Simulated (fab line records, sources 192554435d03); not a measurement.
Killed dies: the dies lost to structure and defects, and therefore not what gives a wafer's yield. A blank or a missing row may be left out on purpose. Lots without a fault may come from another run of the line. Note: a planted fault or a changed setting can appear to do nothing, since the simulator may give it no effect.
Chamber matching | flow n5 finfet | N5_BEOL_M0_SAQP_ALD_48 on ald sin-04: 4 sister chambers
The step deposits SiO2, target thk 20 nm, pulse time 1 s, co reactant pulse time 1 s. 8 wafers are shown with their chamber, then 10 later ones without.

== WAFERS WITH THEIR CHAMBER ==
wafer  | chamber | heater power w (W) | precursor pulse height rel
L077.1 | 0       | 76                 | 1.012
L077.5 | 0       | 77                 | 1.017
L079.1 | 1       | 75                 | 0.999
L080.3 | 1       | 77                 | 0.991
L084.2 | 2       | 71                 | 0.995
L084.5 | 3       | 81                 | 1.024
L087.1 | 3       | 82                 | 1.018
L087.2 | 2       | 73                 | 1.000

== WAFERS WHOSE CHAMBER IS MISSING ==
wafer  | heater power w (W) | precursor pulse height rel
L087.3 | 74                 | 1.025
L087.4 | 82                 | 0.979
L087.5 | 73                 | 1.008
L087.6 | 78                 | 0.952
L091.3 | 70                 | 0.986
L091.4 | 75                 | 1.011
L091.6 | 77                 | 1.020
L095.3 | 73                 | 1.013
L095.5 | 84                 | 1.005
L095.6 | 75                 | 0.988

== CHAMBER TAKEN BY EACH ==
wafer  | from the rows above          | in truth
L087.3 | 0                            | 0
L087.4 | 1                            | 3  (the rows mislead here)
L087.5 | can't be placed: 2 or 0 or 1 | 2
L087.6 | can't be placed: 1 or 2      | 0
L091.3 | 2                            | 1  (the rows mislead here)
L091.4 | 0                            | 0
L091.6 | 0                            | 0
L095.3 | can't be placed: 0 or 2 or 1 | 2
L095.5 | 3                            | 3
L095.6 | can't be placed: 1 or 2      | 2
4 of 10 placed correctly. These rows do not allow placing 4 (true chamber among the candidates in 3). Placed wrongly: 2.
How it was worked out, from the rows above alone: a wafer's distance from a chamber is the root of the sum, over the readings, of the square of ((its reading less the chamber's mean) divided by the reading's scatter). The wafer belongs to the nearest chamber; if the next one is less than 2 further off, it can't be placed. A chamber's mean is the mean of its shown wafers. The scatter: the root of (the sum of the squares of (reading less its chamber's mean) over the shown wafers, divided by (wafers less chambers)).
